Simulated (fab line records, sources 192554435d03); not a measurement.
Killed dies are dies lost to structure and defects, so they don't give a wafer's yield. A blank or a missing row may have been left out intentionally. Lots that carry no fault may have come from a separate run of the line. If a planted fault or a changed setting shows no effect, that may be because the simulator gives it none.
Matching of chambers || flow n5Finfet || rieDiel-06 running N5_BEOL_M7_ETCH_65: 4 sister chambers
The step etches SiARC in CF4, target depth 15.6 nm, time 26 s. 14 wafers are shown with their chamber, then 7 later ones without.

WAFERS PAIRED WITH THEIR CHAMBERS
{"wafer": "L075.1", "chamber": 3, "drypumpMotorCurrentA (A)": 5.7, "showerheadPlenumPTorr (Torr)": 2.24, "throttleValvePct (%)": 15.56}
{"wafer": "L075.3", "chamber": 2, "drypumpMotorCurrentA (A)": 4.9, "showerheadPlenumPTorr (Torr)": 2.09, "throttleValvePct (%)": 15.07}
{"wafer": "L075.5", "chamber": 3, "drypumpMotorCurrentA (A)": 5.7, "showerheadPlenumPTorr (Torr)": 2.24, "throttleValvePct (%)": 15.55}
{"wafer": "L076.2", "chamber": 3, "drypumpMotorCurrentA (A)": 5.7, "showerheadPlenumPTorr (Torr)": 2.24, "throttleValvePct (%)": 15.56}
{"wafer": "L076.5", "chamber": 1, "drypumpMotorCurrentA (A)": 5.1, "showerheadPlenumPTorr (Torr)": 2.12, "throttleValvePct (%)": 15.69}
{"wafer": "L076.6", "chamber": 2, "drypumpMotorCurrentA (A)": 4.9, "showerheadPlenumPTorr (Torr)": 2.09, "throttleValvePct (%)": 15.10}
{"wafer": "L084.3", "chamber": 2, "drypumpMotorCurrentA (A)": 4.9, "showerheadPlenumPTorr (Torr)": 2.09, "throttleValvePct (%)": 15.13}
{"wafer": "L084.4", "chamber": 3, "drypumpMotorCurrentA (A)": 5.7, "showerheadPlenumPTorr (Torr)": 2.23, "throttleValvePct (%)": 15.60}
{"wafer": "L084.6", "chamber": 2, "drypumpMotorCurrentA (A)": 5.0, "showerheadPlenumPTorr (Torr)": 2.09, "throttleValvePct (%)": 15.11}
{"wafer": "L086.1", "chamber": 3, "drypumpMotorCurrentA (A)": 5.7, "showerheadPlenumPTorr (Torr)": 2.23, "throttleValvePct (%)": 15.62}
{"wafer": "L086.3", "chamber": 1, "drypumpMotorCurrentA (A)": 5.1, "showerheadPlenumPTorr (Torr)": 2.11, "throttleValvePct (%)": 15.74}
{"wafer": "L086.4", "chamber": 2, "drypumpMotorCurrentA (A)": 5.0, "showerheadPlenumPTorr (Torr)": 2.08, "throttleValvePct (%)": 15.13}
{"wafer": "L089.2", "chamber": 0, "drypumpMotorCurrentA (A)": 6.2, "showerheadPlenumPTorr (Torr)": 2.04, "throttleValvePct (%)": 15.87}
{"wafer": "L089.4", "chamber": 2, "drypumpMotorCurrentA (A)": 5.0, "showerheadPlenumPTorr (Torr)": 2.08, "throttleValvePct (%)": 15.16}

SIGNATURES (means of the wafers above)
{"reading": "drypumpMotorCurrentA", "chamber 0": 6.200, "chamber 1": 5.100, "chamber 2": 4.950, "chamber 3": 5.700, "scatter within a chamber": 0.0387}
{"reading": "showerheadPlenumPTorr", "chamber 0": 2.0400, "chamber 1": 2.1150, "chamber 2": 2.0867, "chamber 3": 2.2360, "scatter within a chamber": 0.00551}
{"reading": "throttleValvePct", "chamber 0": 15.8700, "chamber 1": 15.7150, "chamber 2": 15.1167, "chamber 3": 15.5780, "scatter within a chamber": 0.0311}
Rule: for each reading, subtract the chamber's mean from the wafer's reading, divide by that reading's scatter and square the result; add these up over the readings and take the root, which gives the wafer's distance from the chamber. If the next closest chamber is less than 2 further off than the closest, the wafer can't be placed; otherwise it belongs to the closest. How the scatter is found: for the shown wafers, subtract from each reading the mean of its chamber, square and add these, divide the total by (wafers less chambers), then take the root.

WAFERS WHOSE CHAMBER IS MISSING
{"wafer": "L089.5", "drypumpMotorCurrentA (A)": 5.7, "showerheadPlenumPTorr (Torr)": 2.23, "throttleValvePct (%)": 15.62}
{"wafer": "L092.1", "drypumpMotorCurrentA (A)": 5.7, "showerheadPlenumPTorr (Torr)": 2.23, "throttleValvePct (%)": 15.64}
{"wafer": "L092.2", "drypumpMotorCurrentA (A)": 6.2, "showerheadPlenumPTorr (Torr)": 2.04, "throttleValvePct (%)": 15.87}
{"wafer": "L092.3", "drypumpMotorCurrentA (A)": 4.9, "showerheadPlenumPTorr (Torr)": 2.08, "throttleValvePct (%)": 15.13}
{"wafer": "L095.1", "drypumpMotorCurrentA (A)": 5.7, "showerheadPlenumPTorr (Torr)": 2.22, "throttleValvePct (%)": 15.65}
{"wafer": "L095.3", "drypumpMotorCurrentA (A)": 5.0, "showerheadPlenumPTorr (Torr)": 2.08, "throttleValvePct (%)": 15.17}
{"wafer": "L095.6", "drypumpMotorCurrentA (A)": 5.0, "showerheadPlenumPTorr (Torr)": 2.08, "throttleValvePct (%)": 15.16}

EACH ONE'S CHAMBER
{"wafer": "L089.5", "from the rows above": 3, "in truth": 3}
{"wafer": "L092.1", "from the rows above": 3, "in truth": 3}
{"wafer": "L092.2", "from the rows above": 0, "in truth": 0}
{"wafer": "L092.3", "from the rows above": 2, "in truth": 2}
{"wafer": "L095.1", "from the rows above": 3, "in truth": 3}
{"wafer": "L095.3", "from the rows above": 2, "in truth": 2}
{"wafer": "L095.6", "from the rows above": 2, "in truth": 2}
Placed correctly: 7 of 7. Can't be placed from these rows: 0. Placed wrongly: 0.
